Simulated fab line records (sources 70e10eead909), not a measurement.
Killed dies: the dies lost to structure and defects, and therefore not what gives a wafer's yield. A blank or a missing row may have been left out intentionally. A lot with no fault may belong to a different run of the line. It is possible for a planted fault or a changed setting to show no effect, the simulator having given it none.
fab line records | flow nand_harc
record: lots: 12 wafers: 36 last_day: 34
route steps=1302 shown A_M1@1190 A_BONDPAD@1203 END@1302
lots untouched by any fault: they come from a run of this same line in which no faults occurred
start_h: hours from the record's opening day to when the first of the lot's shown wafers began | wait_h: time in hours since the lot's previous step | " identical to the entry in the row above | L1.1+2: a row that stands for several wafers | - no value, or no start given | * or withheld: withheld | < > ~ a bound
route shown NAME@n: a module of which the file shows steps, and the number in the route of the first | usual: mean/standard deviation of fault-free wafers | same: alike in all rows | chamber/n: place in a boat | sites: per-site readings | _std_site: their standard deviation | _edge_site: the outer-site mean with the inner-site mean subtracted | radius_mm: for every site, how far away it sits from the centre of the wafer | mask NAME#n: copy n | behind: the most recent tool/chamber to have shaped the wafer | hold: why the lot went on hold/how many hours it stayed there/how the hold came to an end | device: the n, p or np transistor that did not switch | end of line: at the end of the route, the tests of the same wafers | step lacking rows: just its recipe | killed: at the first sort, the dies lost to defects and structure; wafer yield is something else | map: per-die view of a wafer (x killed, . not killed, _ where there is no die)
set.NAME: the setting the step ran with; set.NAME@STEP: the setting that earlier step ran with | model.NAME: the simulator's own value behind a step, which no gauge read
one table for each step of the route and one row for each wafer, over a sample of lots
services: the hour from which a tool's chamber was out of use, counted from the record's first day as start_h (under 0 if before that day), plus the number of hours and why
== steps ==
step: NHARC_A_M1_PRE_CLEAN_30
recipe: time_s: 30 temp_c: 280 gas: H2/He
usual: heater_power_w: 395/24
columns lot.wafer tool chamber start_h wait_h heater_power_w
L216.4 pvd_sputter-02 - - - 385
L216.6 " - " " 374
L216.5 " - " " 408
L218.2 pvd_sputter-01 - - - 361
L218.4 " - " " 393
L218.5 " - " " 399
L219.1 pvd_sputter-03 - - - 366
L219.3 " - " " 392
L219.2 " - " " 363
L221.4 pvd_sputter-02 - - - 451
L221.1 " - " " 372
L221.2 " - " " 398
L220.4 pvd_sputter-03 - - - 361
L220.1 " - " " 386
L220.3 " - " " 393
L222.1 pvd_sputter-02 - - - 382
L222.3 " - " " 396
L222.5 " - " " 434
L231.2 pvd_sputter-01 - - - 385
L231.4 " - " " 381
L231.5 " - " " 407
L235.2 pvd_sputter-01 - - - 383
L235.5 " - " " 406
L235.6 " - " " 390
L236.2 pvd_sputter-02 - - - 455
L236.4 " - " " 388
L236.6 " - " " 451
L237.4 pvd_sputter-03 - - - 378
L237.2 " - " " 413
L237.6 " - " " 368
L239.2 pvd_sputter-01 - - - 420
L239.4 " - " " 397
L239.6 " - " " 399
L238.2 pvd_sputter-03 - - - 427
L238.1 " - " " 378
L238.3 " - " " 403
step: NHARC_A_M1_PVD_21
recipe: target_thk_a: 300 chamber_pressure_pa: 5 power_w: 5000 substrate_temp_c: 30 time_s: 20.49 material: Cu
usual: throttle_valve_pct: 30.4/0.98
columns lot.wafer tool chamber start_h wait_h throttle_valve_pct
L216.4 pvd_sputter-02 - - - 30.7
L216.6 " - " " 30.4
L216.5 " - " " 30.9
L218.2 pvd_sputter-01 - - - 30.4
L218.4 " - " " 32.4
L218.5 " - " " 30.5
L219.1 pvd_sputter-03 - - - 30.8
L219.2 " - " " 31.6
L219.3 " - " " 28.5
L221.1 pvd_sputter-02 - - - 30.7
L221.2 " - " " 29.6
L221.4 " - " " 30.5
L220.3 pvd_sputter-03 - - - 30.7
L220.1 " - " " 28.1
L220.4 " - " " 31.0
L222.3 pvd_sputter-02 - - - 28.5
L222.1 " - " " 30.4
L222.5 " - " " 29.6
L231.2 pvd_sputter-01 - - - 31.9
L231.4 " - " " 30.4
L231.5 " - " " 30.2
L235.2 pvd_sputter-01 - - - 31.7
L235.5 " - " " 30.2
L235.6 " - " " 31.0
L236.2 pvd_sputter-02 - - - 30.3
L236.4 " - " " 28.8
L236.6 " - " " 29.5
L237.4 pvd_sputter-03 - - - 29.5
L237.2 " - " " 30.9
L237.6 " - " " 30.8
L239.2 pvd_sputter-01 - - - 31.3
L239.4 " - " " 29.9
L239.6 " - " " 31.2
L238.3 pvd_sputter-03 - - - 30.7
L238.2 " - " " 30.9
L238.1 " - " " 29.7
step: NHARC_A_M1_DEP_33
recipe: target_thk_a: 300 temp_c: 370 target_thk_nm: 30 pressure_torr: 3 flow_sccm: 200 rf_w: 450 material: SiCN
usual: chamber_pressure_Torr: 3.000/0.0064 heater_power_outer_w: 353/67 heater_power_w: 610/110 rf_fwd_power_W: 449.2/1.4
columns lot.wafer tool chamber start_h wait_h chamber_pressure_Torr heater_power_outer_w heater_power_w rf_fwd_power_W
L216.6 pecvd-03 2 531.40 0.2 3.003 331 605 449.5
L216.5 " 0 " " 2.986 406 624 452.4
L216.4 " 1 " " 3.009 385 632 450.6
L218.2 pecvd-02 1 539.36 0.1 2.998 270 475 450.7
L218.5 " 1 " " 2.999 276 475 448.7
L218.4 " 0 " " 3.000 326 566 447.2
L219.1 pecvd-04 2 565.22 0.1 3.017 356 696 448.5
L219.2 " 0 " " 3.013 265 493 448.1
L219.3 " 1 " " 2.998 367 614 450.4
L221.2 pecvd-02 1 567.04 0.1 3.006 278 496 448.3
L221.1 " 2 " " 2.997 340 597 449.7
L221.4 " 0 " " 3.003 307 551 448.5
L220.3 pecvd-04 0 570.08 0.1 - - - -
L220.1 " 2 " " - - - -
L220.4 " 1 " " - - - -
L222.1 pecvd-02 1 571.46 0.1 - - - -
L222.3 " 2 " " - - - -
L222.5 " 1 " " - - - -
L231.2 pecvd-04 2 668.61 0.1 3.007 499 851 448.1
L231.5 " 2 " " 2.988 501 889 449.2
L231.4 " 0 " " 2.999 351 629 447.9
L235.2 pecvd-04 0 709.49 0.1 3.001 309 575 450.9
L235.5 " 0 " " 3.002 318 554 450.8
L235.6 " 1 " " 2.998 379 611 448.2
L236.2 pecvd-04 1 730.35 0.1 3.003 395 633 449.9
L236.4 " 1 " " 3.001 405 637 448.2
L236.6 " 0 " " 3.007 335 572 450.0
L237.2 pecvd-04 2 744.33 0.1 3.008 419 721 449.2
L237.6 " 0 " " 3.006 332 611 450.2
L237.4 " 2 " " 2.996 404 754 448.2
L239.2 pecvd-02 1 762.83 0.1 3.002 226 414 449.6
L239.4 " 2 " " 2.993 326 579 449.8
L239.6 " 0 " " 2.992 276 508 448.2
L238.2 pecvd-03 0 783.08 0.1 3.001 385 616 448.6
L238.1 " 1 " " 3.003 338 573 452.9
L238.3 " 1 " " 2.993 338 581 449.6
step: NHARC_A_BONDPAD_CMP_29
recipe: target_thk_nm: 200 material: SiCN
usual: motor_current_A: 12.6/0.98 slurry_filter_dp_kPa: 13.51/0.12
columns lot.wafer tool chamber start_h wait_h motor_current_A slurry_filter_dp_kPa
L216.4 cmp-03 3 532.31 - 12.3 13.36
L216.6 " 0 " " 11.9 13.47
L216.5 " 1 " " 11.4 13.60
L218.4 cmp-02 3 540.37 - 12.0 13.29
L218.2 " 0 " " 11.7 13.40
L218.5 " 1 " " 12.6 13.50
L219.2 cmp-02 3 566.19 - 11.7 13.44
L219.3 " 1 " " 13.2 13.41
L219.1 " 2 " " 13.2 13.66
L221.1 cmp-04 2 567.98 - 14.5 13.48
L221.2 " 3 " " 13.7 13.54
L221.4 " 0 " " 13.7 13.43
L220.4 cmp-02 0 571.04 - 11.4 13.48
L220.1 " 1 " " 12.8 13.53
L220.3 " 2 " " 13.3 13.74
L222.1 cmp-04 0 572.41 - 12.5 13.61
L222.3 " 2 " " 13.7 13.46
L222.5 " 1 " " 12.6 13.54
L231.4 cmp-02 3 669.52 - 11.7 13.56
L231.2 " 0 " " 11.2 13.59
L231.5 " 3 " " 11.6 13.56
L235.2 cmp-02 3 710.41 - 11.7 13.51
L235.5 " 3 " " 12.7 13.62
L235.6 " 0 " " 11.5 13.53
L236.2 cmp-02 0 731.33 - 10.9 13.62
L236.4 " 2 " " 13.0 13.60
L236.6 " 0 " " 12.0 13.50
L237.4 cmp-03 0 745.23 - 12.1 13.43
L237.2 " 2 " " 14.7 13.51
L237.6 " 3 " " 12.6 13.55
L239.4 cmp-04 2 763.78 - 13.7 13.70
L239.2 " 1 " " 13.0 13.53
L239.6 " 2 " " 14.0 13.46
L238.3 cmp-04 0 784.18 - 13.9 13.62
L238.1 " 1 " " 13.6 13.54
L238.2 " 2 " " 13.7 13.55
step: NHARC_END_SORT_01
recipe: temp_c: 25
usual: defect_limited_yield: 91.7/2.8 killed_at_array: 52/19 killed_at_other: 0.8/1 killed_at_periphery: 3.7/2.5 killed_dies: 56/19 killed_open: 3.5/2 killed_short: 2.2/1.4 sort_bin_2_pct: 2.9/1.2 sort_bin_3_pct: 0.6/0.36 sort_bin_4_pct: 4.8/1.6 sort_n_pass: 621/19 sort_rim_yield_pct: 92/3.9 sort_yield_pct: 91.7/2.8
same: gross_dies: 677 sort_bin_5_pct[%]: 0 sort_bin_6_pct[%]: 0 sort_bin_7_pct[%]: 0 sort_bin_8_pct[%]: 0 sort_rim_n_gross: 106.00
columns lot.wafer tool chamber start_h wait_h defect_limited_yield[%] killed_at_array killed_at_other killed_at_periphery killed_dies killed_open killed_short sort_bin_2_pct[%] sort_bin_3_pct[%] sort_bin_4_pct[%] sort_n_pass sort_rim_yield_pct[%] sort_yield_pct[%]
L216.4 prober-02 0 564.96 3.4 92.3 49 0 3 52 3 2 3.0 1.0 3.7 625 98 92.3
L216.5 prober-02 0 565.75 3.7 92.8 46 0 3 49 4 1 3.1 0.3 3.8 628 98 92.8
L216.6 prober-02 0 566.54 3.9 93.6 38 3 2 43 3 4 2.4 0.3 3.7 634 96 93.6
L218.2 prober-01 0 570.10 2.8 87.1 83 1 3 87 4 3 4.7 1.5 6.6 590 86 87.1
L218.4 prober-01 0 571.70 3.4 88.2 78 0 2 80 2 1 3.0 0.6 8.3 597 91 88.2
L218.5 prober-01 0 572.50 3.7 88.0 76 1 4 81 6 1 4.4 0.3 7.2 596 84 88.0
L221.1 prober-02 0 596.73 2.5 91.3 56 0 3 59 0 1 3.7 0.7 4.3 618 90 91.3
L221.2 prober-02 0 597.53 2.8 94.8 32 0 3 35 6 2 1.0 0.9 3.2 642 86 94.8
L221.4 prober-02 0 599.13 3.4 93.2 46 0 0 46 3 2 2.4 1.0 3.4 631 89 93.2
L219.1 prober-01 0 596.77 2.5 92.5 48 1 2 51 3 2 1.2 0.7 5.6 626 94 92.5
L219.2 prober-01 0 597.55 2.8 92.8 45 1 3 49 3 1 2.2 0.4 4.6 628 97 92.8
L219.3 prober-01 0 598.34 3.1 91.7 54 1 1 56 1 4 2.4 0.3 5.6 621 98 91.7
L222.1 prober-01 0 605.22 2.5 91.3 52 1 6 59 5 4 3.0 0.6 5.2 618 97 91.3
L222.3 prober-01 0 606.81 3.1 91.7 52 0 4 56 4 2 2.5 0.9 4.9 621 99 91.7
L222.5 prober-01 0 608.40 3.7 93.2 40 0 6 46 1 0 2.1 1.3 3.4 631 95 93.2
L220.1 prober-02 0 605.23 2.5 92.6 46 0 4 50 1 3 2.7 0.4 4.3 627 97 92.6
L220.3 prober-02 0 606.81 3.1 90.1 63 0 4 67 4 1 2.8 1.2 5.9 610 93 90.1
L220.4 prober-02 0 607.60 3.4 88.6 72 2 3 77 1 7 4.6 0.4 6.4 600 92 88.6
L231.2 prober-02 0 705.41 2.8 88.5 77 1 0 78 1 5 5.2 0.4 5.9 599 88 88.5
L231.4 prober-02 0 707.02 3.4 91.0 59 0 2 61 1 2 3.1 1.0 4.9 616 91 91.0
L231.5 prober-02 0 707.82 3.7 92.8 48 0 1 49 3 1 2.1 0.4 4.7 628 90 92.8
L235.2 prober-01 0 741.02 2.8 88.0 78 0 3 81 2 3 4.9 0.4 6.6 596 88 88.0
L235.5 prober-01 0 743.42 3.7 89.8 62 0 7 69 4 1 3.2 0.4 6.5 608 86 89.8
L235.6 prober-01 0 744.22 4.0 88.5 70 0 8 78 1 1 4.0 1.3 6.2 599 93 88.5
L236.2 prober-01 0 763.80 2.8 92.6 46 1 3 50 3 2 2.8 0.9 3.7 627 90 92.6
L236.4 prober-01 0 765.42 3.4 95.1 27 1 5 33 3 1 1.3 0.4 3.1 644 96 95.1
L236.6 prober-01 0 767.04 4.1 95.3 27 1 4 32 1 2 1.3 1.2 2.2 645 94 95.3
L237.2 prober-02 0 779.11 2.8 92.3 49 0 3 52 1 2 2.5 0.9 4.3 625 98 92.3
L237.4 prober-02 0 780.72 3.4 89.5 65 0 6 71 3 2 3.0 0.7 6.8 606 96 89.5
L237.6 prober-02 0 782.33 4.0 90.8 56 2 4 62 1 2 3.0 1.0 5.2 615 94 90.8
L239.2 prober-02 0 804.64 2.8 96.3 24 1 0 25 2 2 1.6 0.1 1.9 652 96 96.3
L239.4 prober-02 0 806.22 3.4 95.1 30 1 2 33 2 4 0.7 0.4 3.7 644 98 95.1
L239.6 prober-02 0 807.80 3.9 96.0 19 1 7 27 5 2 1.5 0.1 2.4 650 94 96.0
L238.1 prober-01 0 824.12 2.5 88.2 73 1 6 80 3 3 3.5 0.6 7.7 597 92 88.2
L238.2 prober-01 0 824.93 2.8 88.2 74 0 6 80 3 1 4.4 0.6 6.8 597 92 88.2
L238.3 prober-01 0 825.74 3.1 91.3 56 0 3 59 4 3 3.0 0.4 5.3 618 92 91.3
killed by level:class
L216.4 A_SLIT:chamber_film_flake=25 A_CHANNEL_HOLE_D2:chamber_film_flake=6 A_CONTACT:chamber_film_flake=4 A_WL_FILL:chamber_film_flake=3 A_DECK1_JOINT:geometric_particle:open=2 A_ONON_D2:geometric_particle:open=1 A_ONON_D2:geometric_particle:short=1 A_CHANNEL_FILL_D2:geometric_particle:short=1
L216.5 A_SLIT:chamber_film_flake=22 A_CHANNEL_HOLE_D2:chamber_film_flake=5 A_WL_FILL:chamber_film_flake=5 A_CONTACT:chamber_film_flake=4 A_M0:geometric_particle:open=3 A_STAIRCASE:chamber_film_flake=3 P_STI:geometric_particle:short=1 A_SOURCE_PLATE:geometric_particle:open=1
L216.6 A_SLIT:chamber_film_flake=17 A_CHANNEL_HOLE_D2:chamber_film_flake=8 THIN_TSV:chamber_film_flake=3 A_DECK1_JOINT:chamber_film_flake=2 P_M0:geometric_particle:short=1 A_ONON_D1:geometric_particle:short=1 A_CHANNEL_FILL_D1:geometric_particle:short=1 A_DECK1_JOINT:geometric_particle:open=1
L218.2 A_CHANNEL_HOLE_D1:chamber_film_flake=27 A_SLIT:chamber_film_flake=24 A_CHANNEL_HOLE_D2:chamber_film_flake=13 A_STAIRCASE:chamber_film_flake=4 A_CHANNEL_FILL_D1:geometric_particle:short=3 A_CONTACT:chamber_film_flake=3 A_M0:chamber_film_flake=3 A_BLC:geometric_particle:open=2
L218.4 A_SLIT:chamber_film_flake=26 A_CHANNEL_HOLE_D2:chamber_film_flake=22 A_CHANNEL_HOLE_D1:chamber_film_flake=17 A_STAIRCASE:chamber_film_flake=4 A_DECK1_JOINT:chamber_film_flake=3 A_CHANNEL_FILL_D1:geometric_particle:short=1 A_BLC:geometric_particle:open=1 A_M0:geometric_particle:open=1
L218.5 A_CHANNEL_HOLE_D2:chamber_film_flake=26 A_SLIT:chamber_film_flake=23 A_CHANNEL_HOLE_D1:chamber_film_flake=15 A_STAIRCASE:chamber_film_flake=4 A_ONON_D2:geometric_particle:open=2 P_GATE:chamber_film_flake=2 A_CONTACT:chamber_film_flake=2 P_STI:geometric_particle:open=1
L221.1 A_CHANNEL_HOLE_D2:chamber_film_flake=26 A_CHANNEL_HOLE_D1:chamber_film_flake=19 A_CONTACT:chamber_film_flake=5 A_CHANNEL_FILL_D1:chamber_film_flake=2 A_CHANNEL_FILL_D1:geometric_particle:short=1 P_ZERO_WELL:chamber_film_flake=1 P_STI:chamber_film_flake=1 P_M2:chamber_film_flake=1
L219.1 A_SLIT:chamber_film_flake=28 A_CHANNEL_HOLE_D2:chamber_film_flake=10 A_CONTACT:chamber_film_flake=3 A_DECK1_JOINT:chamber_film_flake=2 P_CONTACT:geometric_particle:open=1 P_M0:geometric_particle:open=1 A_SOURCE_PLATE:geometric_particle:open=1 A_CHANNEL_FILL_D1:geometric_particle:short=1
L221.2 A_CHANNEL_HOLE_D1:chamber_film_flake=10 A_CHANNEL_HOLE_D2:chamber_film_flake=8 A_CONTACT:chamber_film_flake=4 A_STAIRCASE:chamber_film_flake=2 P_M0:geometric_particle:open=1 P_M0:geometric_particle:short=1 A_ONON_D1:geometric_particle:open=1 A_DECK1_JOINT:geometric_particle:open=1
L219.2 A_SLIT:chamber_film_flake=29 A_CHANNEL_HOLE_D2:chamber_film_flake=7 A_CHANNEL_HOLE_D1:chamber_film_flake=2 A_CONTACT:chamber_film_flake=2 P_CONTACT:geometric_particle:open=1 A_CHANNEL_HOLE_D1:geometric_particle:open=1 A_ONON_D2:geometric_particle:open=1 A_CHANNEL_HOLE_D2:geometric_particle:short=1
L219.3 A_SLIT:chamber_film_flake=35 A_CHANNEL_HOLE_D2:chamber_film_flake=9 A_CONTACT:chamber_film_flake=4 P_M1:geometric_particle:short=1 A_SOURCE_PLATE:geometric_particle:open=1 A_SOURCE_PLATE:geometric_particle:short=1 A_ONON_D1:geometric_particle:short=1 A_CHANNEL_FILL_D1:geometric_particle:short=1
L221.4 A_CHANNEL_HOLE_D1:chamber_film_flake=24 A_CHANNEL_HOLE_D2:chamber_film_flake=12 A_CHANNEL_FILL_D1:chamber_film_flake=2 A_CONTACT:chamber_film_flake=2 A_CHANNEL_HOLE_D1:geometric_particle:short=1 A_CHANNEL_FILL_D1:geometric_particle:short=1 A_ONON_D2:geometric_particle:open=1 A_WL_FILL:geometric_particle:open=1
L222.1 A_SLIT:chamber_film_flake=26 A_CHANNEL_HOLE_D2:chamber_film_flake=11 P_M2:chamber_film_flake=3 A_CHANNEL_HOLE_D1:chamber_film_flake=3 A_CONTACT:chamber_film_flake=3 A_DECK1_JOINT:geometric_particle:short=2 P_STI:geometric_particle:open=1 A_ONON_D1:geometric_particle:open=1
L220.1 A_SLIT:chamber_film_flake=22 A_CONTACT:chamber_film_flake=10 A_CHANNEL_HOLE_D2:chamber_film_flake=5 P_STI:chamber_film_flake=3 A_STAIRCASE:chamber_film_flake=2 A_WL_FILL:chamber_film_flake=1 A_ONON_D1:geometric_particle:short=1 A_DECK1_JOINT:geometric_particle:short=1
L222.3 A_SLIT:chamber_film_flake=29 A_CHANNEL_HOLE_D2:chamber_film_flake=12 A_CHANNEL_HOLE_D1:chamber_film_flake=3 P_M2:chamber_film_flake=2 A_CONTACT:chamber_film_flake=2 P_CONTACT:geometric_particle:open=1 A_ONON_D1:geometric_particle:open=1 A_ONON_D2:geometric_particle:short=1
L220.3 A_SLIT:chamber_film_flake=30 A_CONTACT:chamber_film_flake=11 A_CHANNEL_HOLE_D2:chamber_film_flake=10 A_CHANNEL_HOLE_D1:chamber_film_flake=3 A_M0:geometric_particle:open=2 P_STI:chamber_film_flake=2 P_GATE:chamber_film_flake=2 A_STAIRCASE:chamber_film_flake=2
L220.4 A_SLIT:chamber_film_flake=36 A_CHANNEL_HOLE_D2:chamber_film_flake=12 A_CONTACT:chamber_film_flake=12 A_CHANNEL_FILL_D1:geometric_particle:short=3 P_STI:chamber_film_flake=3 A_STAIRCASE:chamber_film_flake=3 A_ONON_D1:geometric_particle:short=2 THIN_TSV:chamber_film_flake=2
L222.5 A_SLIT:chamber_film_flake=26 A_CHANNEL_HOLE_D2:chamber_film_flake=10 P_M2:chamber_film_flake=4 A_CONTACT:chamber_film_flake=2 P_M2:geometric_particle:open=1 P_STI:chamber_film_flake=1 A_CHANNEL_HOLE_D1:chamber_film_flake=1 A_STAIRCASE:chamber_film_flake=1
L231.2 A_CHANNEL_HOLE_D2:chamber_film_flake=30 A_CHANNEL_HOLE_D1:chamber_film_flake=29 A_STAIRCASE:chamber_film_flake=5 A_CONTACT:chamber_film_flake=3 A_CHANNEL_FILL_D2:geometric_particle:short=2 A_SLIT:chamber_film_flake=2 A_ONON_D2:geometric_particle:short=1 A_CHANNEL_FILL_D2:geometric_particle:open=1
L231.4 A_CHANNEL_HOLE_D2:chamber_film_flake=24 A_CHANNEL_HOLE_D1:chamber_film_flake=14 A_STAIRCASE:chamber_film_flake=8 A_CONTACT:chamber_film_flake=4 A_WL_FILL:geometric_particle:short=2 A_CHANNEL_FILL_D1:chamber_film_flake=2 A_WL_FILL:chamber_film_flake=2 P_M0:geometric_particle:open=1
L231.5 A_CHANNEL_HOLE_D2:chamber_film_flake=18 A_CHANNEL_HOLE_D1:chamber_film_flake=13 A_CONTACT:chamber_film_flake=6 A_STAIRCASE:chamber_film_flake=3 A_WL_FILL:chamber_film_flake=3 P_GATE:geometric_particle:open=1 A_ONON_D2:geometric_particle:short=1 A_CHANNEL_FILL_D2:geometric_particle:open=1
L235.2 A_SLIT:chamber_film_flake=35 A_CHANNEL_HOLE_D1:chamber_film_flake=31 A_WL_FILL:chamber_film_flake=4 A_ONON_D2:geometric_particle:short=2 P_GATE:chamber_film_flake=2 A_CONTACT:chamber_film_flake=2 A_ONON_D1:geometric_particle:open=1 A_WL_FILL:geometric_particle:short=1
L235.5 A_SLIT:chamber_film_flake=33 A_CHANNEL_HOLE_D1:chamber_film_flake=15 A_CONTACT:chamber_film_flake=5 P_GATE:chamber_film_flake=4 A_STAIRCASE:chamber_film_flake=3 A_WL_FILL:chamber_film_flake=2 P_CONTACT:geometric_particle:short=1 P_M0:geometric_particle:open=1
L235.6 A_CHANNEL_HOLE_D1:chamber_film_flake=32 A_SLIT:chamber_film_flake=32 A_CONTACT:chamber_film_flake=4 P_GATE:chamber_film_flake=3 P_CONTACT:chamber_film_flake=3 P_CONTACT:geometric_particle:short=1 P_CONTACT:geometric_particle:open=1 A_STAIRCASE:chamber_film_flake=1
L236.2 A_CHANNEL_HOLE_D1:chamber_film_flake=21 A_CONTACT:chamber_film_flake=9 A_SLIT:chamber_film_flake=5 A_STAIRCASE:chamber_film_flake=3 P_GATE:chamber_film_flake=2 A_DECK1_JOINT:geometric_particle:short=1 A_CHANNEL_HOLE_D2:geometric_particle:open=1 A_CHANNEL_FILL_D2:geometric_particle:open=1
L236.4 A_CHANNEL_HOLE_D1:chamber_film_flake=11 A_CONTACT:chamber_film_flake=5 P_CONTACT:geometric_particle:open=3 A_DECK1_JOINT:chamber_film_flake=3 A_SLIT:chamber_film_flake=3 A_CHANNEL_FILL_D2:geometric_particle:short=1 P_ZERO_WELL:chamber_film_flake=1 P_GATE:chamber_film_flake=1
L236.6 A_CHANNEL_HOLE_D1:chamber_film_flake=11 P_GATE:chamber_film_flake=4 A_SLIT:chamber_film_flake=4 A_CONTACT:chamber_film_flake=4 A_CHANNEL_HOLE_D2:chamber_film_flake=2 A_CHANNEL_FILL_D1:geometric_particle:short=1 A_DECK1_JOINT:geometric_particle:short=1 A_CHANNEL_FILL_D2:geometric_particle:open=1
L237.2 A_SLIT:chamber_film_flake=30 A_STAIRCASE:chamber_film_flake=6 A_CHANNEL_HOLE_D1:chamber_film_flake=5 P_M0:chamber_film_flake=2 A_CONTACT:chamber_film_flake=2 A_SOURCE_PLATE:geometric_particle:short=1 A_ONON_D1:geometric_particle:short=1 A_CHANNEL_HOLE_D1:geometric_particle:open=1
L237.4 A_SLIT:chamber_film_flake=43 A_CHANNEL_HOLE_D1:chamber_film_flake=4 A_CHANNEL_FILL_D1:chamber_film_flake=4 A_STAIRCASE:chamber_film_flake=4 A_CONTACT:chamber_film_flake=3 P_STI:chamber_film_flake=2 P_M0:chamber_film_flake=2 A_CHANNEL_HOLE_D1:unspecified=2
L237.6 A_SLIT:chamber_film_flake=33 A_CHANNEL_HOLE_D1:chamber_film_flake=9 A_STAIRCASE:chamber_film_flake=6 P_M0:chamber_film_flake=2 A_CHANNEL_FILL_D1:chamber_film_flake=2 A_CONTACT:chamber_film_flake=2 THIN_TSV:chamber_film_flake=2 P_M0:geometric_particle:open=1
L239.2 A_CONTACT:chamber_film_flake=11 A_SLIT:chamber_film_flake=4 A_ONON_D1:geometric_particle:open=2 A_CHANNEL_HOLE_D1:chamber_film_flake=2 A_STAIRCASE:chamber_film_flake=2 A_DECK1_JOINT:geometric_particle:short=1 A_CHANNEL_FILL_D2:geometric_particle:short=1 A_CHANNEL_FILL_D1:chamber_film_flake=1
L239.4 A_CONTACT:chamber_film_flake=10 A_SLIT:chamber_film_flake=9 A_CHANNEL_FILL_D2:geometric_particle:short=3 A_WL_FILL:chamber_film_flake=3 P_M1:geometric_particle:open=1 A_DECK1_JOINT:geometric_particle:short=1 A_M1:geometric_particle:open=1 P_STI:chamber_film_flake=1
L239.6 A_SLIT:chamber_film_flake=6 A_CONTACT:chamber_film_flake=4 A_CHANNEL_FILL_D1:chamber_film_flake=3 P_STI:chamber_film_flake=2 A_CHANNEL_HOLE_D2:chamber_film_flake=2 P_ZERO_WELL:geometric_particle:open=1 P_GATE:geometric_particle:open=1 P_CONTACT:geometric_particle:open=1
L238.1 A_CHANNEL_HOLE_D2:chamber_film_flake=40 A_CHANNEL_HOLE_D1:chamber_film_flake=17 A_CONTACT:chamber_film_flake=4 A_BLC:chamber_film_flake=3 A_ONON_D2:geometric_particle:short=2 P_ZERO_WELL:chamber_film_flake=2 P_STI:chamber_film_flake=2 P_GATE:chamber_film_flake=2
L238.2 A_CHANNEL_HOLE_D2:chamber_film_flake=33 A_CHANNEL_HOLE_D1:chamber_film_flake=21 A_SLIT:chamber_film_flake=8 A_CONTACT:chamber_film_flake=6 P_STI:chamber_film_flake=5 P_M0:geometric_particle:open=1 A_SOURCE_PLATE:geometric_particle:open=1 A_ONON_D1:geometric_particle:short=1
L238.3 A_CHANNEL_HOLE_D2:chamber_film_flake=28 A_CHANNEL_HOLE_D1:chamber_film_flake=11 A_SLIT:chamber_film_flake=5 A_BLC:chamber_film_flake=3 P_GATE:geometric_particle:short=1 P_GATE:geometric_particle:open=1 A_ONON_D1:geometric_particle:short=1 A_CHANNEL_HOLE_D1:geometric_particle:open=1
== services ==
columns tool chamber start_h hours kind
cmp-02 - 511.17 1.7 repair
cmp-04 - 518.18 4.0 pm
cmp-02 - 520.25 0.9 repair
cmp-02 - 526.50 4.0 pm
pvd_sputter-03 - 528.42 14.0 repair
pvd_sputter-01 - 532.59 4.6 repair
pvd_sputter-03 - 542.46 10.0 pm
pvd_sputter-01 - 582.00 10.0 pm
cmp-02 - 583.45 1.9 repair
pecvd-02 - 589.32 13.0 pm
cmp-04 - 616.18 4.0 pm
pvd_sputter-02 - 622.18 5.3 repair
cmp-02 - 624.50 4.0 pm
pecvd-04 - 631.52 13.0 pm
pvd_sputter-02 - 638.96 10.0 pm
pvd_sputter-02 - 716.03 7.7 repair
pvd_sputter-03 - 720.46 10.0 pm
cmp-02 - 722.50 4.0 pm
pvd_sputter-02 - 728.91 9.7 repair
pvd_sputter-02 - 745.78 5.2 repair
cmp-02 - 754.20 2.2 repair
pvd_sputter-01 - 760.00 10.0 pm
pecvd-04 1 771.93 8.4 repair
cmp-02 - 774.62 1.4 repair
== key ==
first_sign: step: NHARC_A_M1_DEP_33 reading: tool_record direction: missing
effect none on later readings
met_at NHARC_A_M1_DEP_33
struck_lots L220,L222
not_acting_at NHARC_A_M1_PRE_CLEAN_30,NHARC_A_M1_PVD_21,NHARC_A_BONDPAD_CMP_29
onset_between 567.04 570.08
fault: kind: skipped_step_whole tool: pecvd-02,pecvd-04 chamber: - onset_h: 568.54 steps: NHARC_A_M1_DEP_33 scope: struck_lots_only
